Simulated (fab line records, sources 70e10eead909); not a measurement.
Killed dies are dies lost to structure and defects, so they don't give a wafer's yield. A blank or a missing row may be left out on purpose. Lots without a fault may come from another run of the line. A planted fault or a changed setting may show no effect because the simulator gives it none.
Which tool did it? | flow nand_harc | 12 lots, 36 wafers sampled, at 1 step of a route of 1159

WHAT THE GAUGES READ, wafer by wafer
NHARC_P_M0_OVL_MEAS_10: pitch 180 nm.
lot  | measured     | on         | overlay_x_nm (nm)
L075 | day 6 10:38  | overlay-01 | -1.5 -1.3 -1.6
L077 | day 6 21:35  | overlay-02 | 1.4 1.5 1.3
L080 | day 7 03:03  | overlay-01 | 0.4 0.8 0.9
L081 | day 7 19:56  | overlay-01 | 1.8 1.7 1.9
L083 | day 7 23:29  | overlay-02 | 0.6 1.0 0.2
L085 | day 8 14:09  | overlay-01 | 1.6 1.0 1.9
L086 | day 9 06:03  | overlay-02 | -1.2 -0.4 -0.5
L089 | day 9 16:42  | overlay-01 | -0.2 0.4 0.2
L092 | day 10 02:03 | overlay-01 | 0.7 1.2 1.1
L094 | day 10 13:14 | overlay-02 | 1.0 0.6 0.3
L095 | day 10 21:38 | overlay-01 | 1.2 1.2 1.4
L097 | day 11 20:59 | overlay-01 | -1.0 -0.1 -0.4

WHICH TOOL RAN EACH LOT (tool, then ch and the chambers of the sampled wafers, then the start)
The record holds no process step before these readings.

THE ANSWER, worked out from the rows above alone
Rule: what is usual is taken from the lots themselves. Put in order of their means at a reading, lots are off if they are a third of the lots or fewer, leave a main group of 4 or more, and stand apart from it by a gap of 3 or more times the standard deviation of the main group's means; of several such gaps the widest counts. A main group whose means are all the same, to the digits that the tables above print for the reading, isn't used. A lot without any number at a reading at which 4 lots or more have one is off too. The other lots that the step has rows for count as sound.
No lot is off at any reading shown: from this, nothing can be told.

WHAT THE SIMULATOR HAD PUT IN
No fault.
